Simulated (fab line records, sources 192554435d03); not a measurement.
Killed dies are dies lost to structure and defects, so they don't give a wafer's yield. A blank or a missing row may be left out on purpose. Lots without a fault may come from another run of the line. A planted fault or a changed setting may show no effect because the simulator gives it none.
Chamber matching | flow n5_finfet | N5_BEOL_M14_DESCUM_33 on rie_diel-06: 4 sister chambers
The step chemistry O2, time 7.9 s. 4 wafers are shown with their chamber, then 7 later ones without.

WAFERS WITH THEIR CHAMBER
wafer  | chamber | showerhead_plenum_p_Torr (Torr)
L079.1 | 0       | 2.15
L083.5 | 3       | 2.06
L091.1 | 2       | 2.12
L091.3 | 1       | 2.22

WAFERS WITHOUT THEIR CHAMBER
wafer  | showerhead_plenum_p_Torr (Torr)
L091.4 | 2.14
L092.2 | 2.12
L092.4 | 2.05
L092.6 | 2.12
L096.2 | 2.14
L096.3 | 2.12
L096.4 | 2.05

WHICH CHAMBER EACH WENT THROUGH
wafer  | from the rows above     | in truth
L091.4 | can't be placed: 0 or 2 | 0
L092.2 | 2                       | 2
L092.4 | 3                       | 3
L092.6 | 2                       | 2
L096.2 | can't be placed: 0 or 2 | 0
L096.3 | 2                       | 2
L096.4 | 3                       | 3
Placed correctly: 5 of 7. Can't be placed from these rows: 2 (the true chamber is among the candidates in 2). Placed wrongly: 0.
How it was worked out, from the rows above alone: a wafer's distance from a chamber is the root of the sum, over the readings, of the square of ((its reading less the chamber's mean) divided by the reading's scatter). The wafer belongs to the nearest chamber; if the next one is less than 2 further off, it can't be placed. A chamber's mean is the mean of its shown wafers. The scatter: with one shown wafer a chamber, the root of the mean of the squares of how far each hidden wafer lies from its nearest shown one.
